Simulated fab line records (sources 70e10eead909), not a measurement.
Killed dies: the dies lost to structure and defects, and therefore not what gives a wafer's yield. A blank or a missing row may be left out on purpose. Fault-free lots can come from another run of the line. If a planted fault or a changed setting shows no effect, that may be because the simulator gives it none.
fab line records    flow nand_harc
record lots=13  wafers=39  last_day=33
route steps=1302 shown A_DECK1_JOINT@542 A_ONON_D2@546 END@1302
lots that met no fault: from a run of the same line without faults
start_h: start of the lot's first displayed wafer, in hours after the record's first day    wait_h: hours from the lot's prior step to this one    " repeats the value in the row above    L1.1+2: a row that stands for several wafers    - no value present, or no start provided    * or withheld: withheld    < > ~ a bound
route shown NAME@n: names a module that has steps shown in the file, with the first one's number in the route    usual: mean/standard deviation taken from wafers without a fault    same: alike in all rows    chamber/n: place in a boat    sites: readings site by site    _std_site: the standard deviation of these    _edge_site: inner sites' mean taken away from outer sites' mean    radius_mm: how far each site lies from the wafer's centre    mask NAME#n: copy n    behind: tool/chamber where the wafer was last shaped    hold: cause of the lot's hold/its duration in hours/its outcome    device: names the non-switching transistor (n, p or np)    end of line: at the end of the route, the tests of the same wafers    a step with no rows: only its recipe    killed: count of dies lost to structure and defects at first sort (not the wafer's yield)    map: shows each die of a wafer: x if killed, . if not, _ if none is there
set.NAME: the run value of the setting; set.NAME@STEP: its run value at that earlier step    model.NAME: the simulator's own value behind a step, which no gauge read
steps of the route over a sample of lots; a table a step, a row a wafer
services: the hour from which a tool's chamber was out of use, counted from the record's first day as start_h (under 0 if before that day), plus the number of hours and why
## steps
# step NHARC_A_DECK1_JOINT_DEP_16
# recipe target_thk_a=450  temp_c=400  pressure_torr=6.5  rf_w=900  teos_flow_sccm=161.4  flow_sccm=2650  target_thk_nm=45  gas=O2  material=SiO2
# usual chamber_pressure_Torr=6.501/0.015  heater_power_w=530/68  showerhead_vpp_V=1854/84  throttle_valve_pct=16.2/0.58
lot.wafer  tool      chamber  start_h  wait_h  chamber_pressure_Torr  heater_power_w  showerhead_vpp_V  throttle_valve_pct
L938.2     pecvd-01  0        271.40   0.1     6.468                  538             1942              16.6
L938.4     "         2        "        "       6.479                  434             1805              16.3
L938.5     "         1        "        "       6.528                  497             1770              16.6
L942.3     pecvd-04  0        318.11   0.1     6.505                  492             1848              16.5
L942.1     "         1        "        "       6.483                  662             1735              15.3
L942.4     "         0        "        "       6.511                  485             1857              16.7
L943.3     pecvd-02  0        331.61   0.1     6.498                  490             1857              16.8
L943.6     "         1        "        "       6.489                  513             1952              16.4
L943.5     "         2        "        "       6.492                  569             2010              15.6
L944.2     pecvd-04  1        331.61   0.1     6.472                  649             1744              15.4
L944.3     "         2        "        "       6.496                  512             1826              14.9
L944.1     "         0        "        "       6.529                  459             1835              16.7
L946.2     pecvd-04  0        350.48   0.1     6.521                  480             1812              16.3
L946.6     "         0        "        "       6.483                  491             1867              16.4
L946.4     "         1        "        "       6.517                  644             1783              15.6
L945.3     pecvd-02  0        350.52   0.2     6.523                  503             1826              17.0
L945.5     "         2        "        "       6.510                  595             2028              15.5
L945.4     "         0        "        "       6.499                  503             1845              17.1
L949.3     pecvd-02  2        386.89   0.1     6.487                  489             2010              15.6
L949.6     "         1        "        "       6.500                  474             1937              16.3
L949.4     "         0        "        "       6.464                  508             1866              17.0
L950.2     pecvd-04  0        412.62   0.4     6.492                  491             1833              16.6
L950.6     "         1        "        "       6.538                  692             1734              15.5
L950.5     "         0        "        "       6.512                  487             1839              16.6
L952.1     pecvd-04  2        418.75   0.1     6.507                  538             1835              15.2
L952.3     "         1        "        "       6.506                  604             1771              15.8
L952.6     "         0        "        "       6.510                  509             1876              16.3
L956.3     pecvd-01  1        463.50   0.1     6.506                  642             1772              16.2
L956.5     "         1        "        "       6.517                  642             1748              16.5
L956.4     "         0        "        "       6.499                  584             1929              16.9
L957.2     pecvd-01  1        476.72   0.1     6.513                  556             1763              16.5
L957.1     "         2        "        "       6.506                  438             1787              16.6
L957.5     "         2        "        "       6.487                  446             1795              16.4
L958.3     pecvd-01  1        486.69   0.1     6.470                  602             1780              16.5
L958.2     "         2        "        "       6.497                  499             1808              16.6
L958.5     "         0        "        "       6.527                  571             1949              17.1
L960.3     pecvd-02  1        510.68   0.4     6.514                  507             1981              16.1
L960.6     "         0        "        "       6.530                  546             1838              16.2
L960.4     "         1        "        "       6.471                  508             1941              16.2
# step NHARC_A_ONON_D2_THK_MEAS_02
# recipe thk_meas_gauge=ellipsometry
# usual thk_nm=999/10
lot.wafer  tool           chamber  start_h  wait_h  thk_nm
L938.2     film_metro-01  -        272.27   -       999
L938.4     "              -        "        "       1001
L938.5     "              -        "        "       999
L942.1     film_metro-02  -        319.01   -       1024
L942.3     "              -        "        "       1024
L942.4     "              -        "        "       1023
L944.1     film_metro-02  -        332.50   -       1021
L944.2     "              -        "        "       1021
L944.3     "              -        "        "       1022
L943.3     film_metro-01  -        332.50   -       1007
L943.5     "              -        "        "       1007
L943.6     "              -        "        "       1007
L946.2     film_metro-01  -        351.34   -       1001
L946.4     "              -        "        "       1000
L946.6     "              -        "        "       1000
L945.3     film_metro-02  -        351.36   -       988
L945.4     "              -        "        "       989
L945.5     "              -        "        "       989
L949.3     film_metro-01  -        387.76   -       999
L949.4     "              -        "        "       999
L949.6     "              -        "        "       1000
L950.2     film_metro-01  -        413.47   -       1001
L950.5     "              -        "        "       999
L950.6     "              -        "        "       999
L952.1     film_metro-02  -        419.65   -       996
L952.3     "              -        "        "       995
L952.6     "              -        "        "       996
L956.3     film_metro-02  -        464.40   -       996
L956.4     "              -        "        "       996
L956.5     "              -        "        "       997
L957.1     film_metro-02  -        477.59   -       991
L957.2     "              -        "        "       991
L957.5     "              -        "        "       992
L958.2     film_metro-02  -        487.56   -       1006
L958.3     "              -        "        "       1004
L958.5     "              -        "        "       1004
L960.3     film_metro-01  -        511.52   -       1006
L960.4     "              -        "        "       1005
L960.6     "              -        "        "       1008
# step NHARC_A_ONON_D2_THK_MEAS_11
# recipe thk_meas_gauge=ellipsometry
# usual thk_nm=1002/11
lot.wafer  tool           chamber  start_h  wait_h  thk_nm
L938.2     film_metro-01  -        274.02   -       1010
L938.4     "              -        "        "       1009
L938.5     "              -        "        "       1007
L942.1     film_metro-01  -        320.71   -       991
L942.3     "              -        "        "       992
L942.4     "              -        "        "       992
L944.1     film_metro-02  -        334.20   -       988
L944.2     "              -        "        "       990
L944.3     "              -        "        "       989
L943.3     film_metro-01  -        334.21   -       995
L943.5     "              -        "        "       995
L943.6     "              -        "        "       996
L946.2     film_metro-02  -        353.04   -       1007
L946.4     "              -        "        "       1007
L946.6     "              -        "        "       1008
L945.3     film_metro-01  -        353.05   -       990
L945.4     "              -        "        "       990
L945.5     "              -        "        "       990
L949.3     film_metro-02  -        389.45   -       1006
L949.4     "              -        "        "       1007
L949.6     "              -        "        "       1006
L950.2     film_metro-01  -        415.17   -       998
L950.5     "              -        "        "       998
L950.6     "              -        "        "       999
L952.1     film_metro-02  -        421.35   -       1007
L952.3     "              -        "        "       1009
L952.6     "              -        "        "       1007
L956.3     film_metro-02  -        466.10   -       1019
L956.4     "              -        "        "       1021
L956.5     "              -        "        "       1021
L957.1     film_metro-01  -        479.28   -       999
L957.2     "              -        "        "       1000
L957.5     "              -        "        "       999
L958.2     film_metro-02  -        489.27   -       1007
L958.3     "              -        "        "       1007
L958.5     "              -        "        "       1008
L960.3     film_metro-01  -        513.24   -       996
L960.4     "              -        "        "       997
L960.6     "              -        "        "       996
# step NHARC_A_ONON_D2_DEP_28
# recipe target_thk_a=10000  n2_flow_sccm=2750  n2o_flow_sccm=2000  nh3_flow_sccm=500  sih4_flow_sccm=210  temp_c=400
# usual n2_flow_sccm=2750/8.6
lot.wafer  tool           chamber  start_h  wait_h  n2_flow_sccm
L938.2     pecvd_onon-03  0        284.12   0.1     2755
L938.4     "              0        "        "       2758
L938.5     "              0        "        "       2760
L942.1     pecvd_onon-04  0        330.90   0.1     2737
L942.3     "              0        "        "       2738
L942.4     "              0        "        "       2736
L944.1     pecvd_onon-04  0        343.90   0.1     2750
L944.2     "              0        "        "       2756
L944.3     "              0        "        "       2764
L943.3     pecvd_onon-03  0        344.01   0.2     2748
L943.5     "              0        "        "       2749
L943.6     "              0        "        "       2755
L946.2     pecvd_onon-04  0        363.12   0.1     2758
L946.4     "              0        "        "       2756
L946.6     "              0        "        "       2776
L945.3     pecvd_onon-02  0        363.18   0.2     2743
L945.4     "              0        "        "       2749
L945.5     "              0        "        "       2738
L949.3     pecvd_onon-03  0        399.66   0.2     2756
L949.4     "              0        "        "       2751
L949.6     "              0        "        "       2756
L950.2     pecvd_onon-03  0        424.92   0.1     2757
L950.5     "              0        "        "       2755
L950.6     "              0        "        "       2745
L952.1     pecvd_onon-03  0        431.37   0.1     2770
L952.3     "              0        "        "       2754
L952.6     "              0        "        "       2755
L956.3     pecvd_onon-03  0        476.29   0.2     2764
L956.4     "              0        "        "       2751
L956.5     "              0        "        "       2750
L957.1     pecvd_onon-03  0        489.63   0.1     2738
L957.2     "              0        "        "       2738
L957.5     "              0        "        "       2730
L958.2     pecvd_onon-03  0        499.11   0.1     2737
L958.3     "              0        "        "       2749
L958.5     "              0        "        "       2748
L960.3     pecvd_onon-02  0        523.08   0.2     2752
L960.4     "              0        "        "       2752
L960.6     "              0        "        "       2743
# step NHARC_A_ONON_D2_THK_MEAS_30
# recipe thk_meas_gauge=ellipsometry
# usual thk_nm=997/8.8
lot.wafer  tool           chamber  start_h  wait_h  thk_nm
L938.2     film_metro-01  -        284.57   -       1002
L938.4     "              -        "        "       1001
L938.5     "              -        "        "       1000
L942.1     film_metro-01  -        331.41   -       996
L942.3     "              -        "        "       995
L942.4     "              -        "        "       995
L944.1     film_metro-02  -        344.40   -       1000
L944.2     "              -        "        "       1000
L944.3     "              -        "        "       999
L943.3     film_metro-01  -        344.40   -       982
L943.5     "              -        "        "       983
L943.6     "              -        "        "       982
L946.2     film_metro-01  -        363.57   -       1008
L946.4     "              -        "        "       1008
L946.6     "              -        "        "       1008
L945.3     film_metro-02  -        363.58   -       994
L945.4     "              -        "        "       993
L945.5     "              -        "        "       993
L949.3     film_metro-01  -        400.06   -       992
L949.4     "              -        "        "       991
L949.6     "              -        "        "       992
L950.2     film_metro-01  -        425.38   -       985
L950.5     "              -        "        "       986
L950.6     "              -        "        "       986
L952.1     film_metro-02  -        431.87   -       985
L952.3     "              -        "        "       985
L952.6     "              -        "        "       987
L956.3     film_metro-01  -        476.68   -       1008
L956.4     "              -        "        "       1008
L956.5     "              -        "        "       1010
L957.1     film_metro-01  -        490.16   -       1555
L957.2     "              -        "        "       1553
L957.5     "              -        "        "       1556
L958.2     film_metro-01  -        499.56   -       1537
L958.3     "              -        "        "       1537
L958.5     "              -        "        "       1539
L960.3     film_metro-02  -        523.47   -       994
L960.4     "              -        "        "       992
L960.6     "              -        "        "       991
# step NHARC_END_SORT_01
# recipe temp_c=25
# usual killed_at_array=57/19  killed_at_other=0.9/1.1  killed_at_periphery=4.0/2.6  killed_dies=62/19  killed_open=3.3/1.8  killed_short=2.4/1.7
# same gross_dies=677
lot.wafer  tool       chamber  start_h  wait_h  killed_at_array  killed_at_other  killed_at_periphery  killed_dies  killed_open  killed_short
L957.1     prober-01  0        761.21   2.5     663              3                11                   677          4            2
L957.2     prober-01  0        762.01   2.8     667              1                9                    677          5            1
L957.5     prober-01  0        764.40   3.7     674              1                2                    677          9            3
L958.2     prober-02  0        771.58   2.8     673              0                4                    677          4            0
L958.3     prober-02  0        772.39   3.1     672              1                4                    677          2            1
L958.5     prober-02  0        774.02   3.8     676              0                1                    677          4            2
# killed by level:class
L957.1 A_ONON_D2:area_dep=583 A_CHANNEL_HOLE_D2:chamber_film_flake=30 A_SLIT:chamber_film_flake=18 A_CHANNEL_HOLE_D1:chamber_film_flake=13 P_CONTACT:chamber_film_flake=7 A_CONTACT:chamber_film_flake=7 A_CHANNEL_FILL_D1:chamber_film_flake=3 A_WL_FILL:chamber_film_flake=3
L957.2 A_ONON_D2:area_dep=600 A_SLIT:chamber_film_flake=30 A_CHANNEL_HOLE_D2:chamber_film_flake=11 A_CHANNEL_HOLE_D1:chamber_film_flake=6 P_CONTACT:chamber_film_flake=5 A_STAIRCASE:chamber_film_flake=5 A_CONTACT:chamber_film_flake=5 A_WL_FILL:chamber_film_flake=3
L957.5 A_ONON_D2:area_dep=600 A_CHANNEL_HOLE_D2:chamber_film_flake=28 A_SLIT:chamber_film_flake=16 A_STAIRCASE:chamber_film_flake=6 A_CHANNEL_HOLE_D1:chamber_film_flake=4 A_WL_FILL:chamber_film_flake=4 A_CONTACT:chamber_film_flake=4 A_CHANNEL_FILL_D1:geometric_particle:open=2
L958.2 A_ONON_D2:area_dep=640 A_CHANNEL_HOLE_D1:chamber_film_flake=20 A_CONTACT:chamber_film_flake=7 A_SLIT:chamber_film_flake=3 P_GATE:geometric_particle:open=1 P_CONTACT:geometric_particle:open=1 A_CHANNEL_FILL_D1:geometric_particle:open=1 A_SGD_CUT:geometric_particle:open=1
L958.3 A_ONON_D2:area_dep=635 A_CHANNEL_HOLE_D1:chamber_film_flake=19 A_CONTACT:chamber_film_flake=8 A_SLIT:chamber_film_flake=5 P_M0:geometric_particle:open=1 A_CHANNEL_FILL_D2:geometric_particle:open=1 A_M0:geometric_particle:short=1 P_STI:chamber_film_flake=1
L958.5 A_ONON_D2:area_dep=638 A_CHANNEL_HOLE_D1:chamber_film_flake=15 A_CONTACT:chamber_film_flake=9 A_SLIT:chamber_film_flake=5 P_CONTACT:geometric_particle:open=1 A_DECK1_JOINT:geometric_particle:open=1 A_ONON_D2:geometric_particle:short=1 A_CHANNEL_FILL_D2:geometric_particle:open=1
## services
tool           chamber  start_h  hours  kind
pecvd-04       -        274.05   13.0   pm
pecvd-04       0        274.05   13.0   vent_cycle
pecvd-04       1        274.05   13.0   vent_cycle
pecvd-04       2        274.05   13.0   vent_cycle
pecvd-04       0        287.05   -      clean
pecvd-04       1        287.05   -      clean
pecvd-04       2        287.05   -      clean
pecvd-02       1        288.40   9.3    repair
pecvd-01       -        311.00   13.0   pm
pecvd_onon-04  -        311.62   13.0   pm
pecvd-02       -        344.90   0.6    repair
pecvd-01       0        354.38   8.9    repair
pecvd_onon-02  -        366.00   13.0   pm
pecvd_onon-03  -        408.13   13.0   pm
pecvd-02       -        408.47   13.0   pm
pecvd-01       -        411.66   1.0    repair
pecvd-01       -        447.53   0.7    repair
pecvd-04       2        448.38   2.3    repair
pecvd-04       -        455.18   13.0   pm
pecvd-04       0        455.18   13.0   vent_cycle
pecvd-02       -        470.43   0.4    repair
pecvd-01       -        492.00   13.0   pm
pecvd_onon-04  -        492.62   13.0   pm
pecvd-01       2        518.88   11.2   repair
## key
first_sign step=NHARC_A_ONON_D2_THK_MEAS_30  reading=thk_nm  direction=up  sigmas=62  usual=997  struck=1546
effect step=NHARC_END_SORT_01  reading=killed_dies  direction=up  sigmas=33  usual=62  struck=677
more_kills_born_at NHARC_A_ONON_D2_DEP_28@pecvd_onon-03=3696
met_at NHARC_A_ONON_D2_DEP_28
struck_lots L957,L958
struck_wafers L957.1,L957.2,L957.5,L958.2,L958.3,L958.5
later_rows_left_out L957.1,L957.2,L957.5,L958.2,L958.3,L958.5
tester_left_out L957,L958
not_acting_at NHARC_A_DECK1_JOINT_DEP_16,NHARC_A_ONON_D2_THK_MEAS_02,NHARC_A_ONON_D2_THK_MEAS_11
onset_between 476.29 489.63
fault kind=process_parameter_drift  tool=pecvd_onon-03  chamber=0  onset_h=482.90  steps=NHARC_A_ONON_D2_DEP_28  channel=target_thk_a  offset=*  shape=step  end_h=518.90  acts_in=*  stated=*
# tester_left_out: of these lots the tester's yield and bins aren't shown, on N5 and GAA mostly nor the transistor test; their killed dies are dies lost to structure and defects alone, not to doping, threshold or leakage, so they don't give the yield
# later_rows_left_out: the simulator's readings of these wafers behind a module that went badly wrong aren't trusted and aren't shown, but for the sort
